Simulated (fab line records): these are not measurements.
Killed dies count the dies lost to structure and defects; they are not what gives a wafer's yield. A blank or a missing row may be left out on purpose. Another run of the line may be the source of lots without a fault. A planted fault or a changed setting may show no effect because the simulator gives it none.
Chamber matching	flow nand_harc	4 sister chambers for NHARC_A_STAIRCASE_ETCH_313 on rie_diel-11
The step etches the open film in CF4/CHF3. 4 wafers are shown with their chamber, then 8 later ones without.

## WAFERS WITH THEIR CHAMBER
wafer	chamber	drypump_motor_current_A (A)
L082.2	1	5.2
L082.3	0	6.1
L081.5	3	5.9
L088.1	2	6.5

## WAFERS WITH NO CHAMBER GIVEN
wafer	drypump_motor_current_A (A)
L088.2	5.2
L088.4	5.9
L087.3	5.2
L087.4	6.5
L087.5	5.9
L095.2	6.5
L095.4	5.9
L095.5	6.0

## EACH ONE'S CHAMBER
wafer	from the rows above	in truth
L088.2	1	1
L088.4	3	3
L087.3	1	1
L087.4	2	2
L087.5	3	3
L095.2	2	2
L095.4	3	3
L095.5	can't be placed: 0 or 3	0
Placed correctly: 7 of 8. Unplaceable from these rows: 1, with the true chamber sitting among the candidates in 1. Placed wrongly: 0.
How it was worked out, from the rows above alone: a wafer's distance from a chamber is the root of the sum, over the readings, of the square of ((its reading less the chamber's mean) divided by the reading's scatter). The wafer belongs to the nearest chamber; if the next one is less than 2 further off, it can't be placed. A chamber's mean is the mean of its shown wafers. The scatter: with one shown wafer a chamber, the root of the mean of the squares of how far each hidden wafer lies from its nearest shown one.
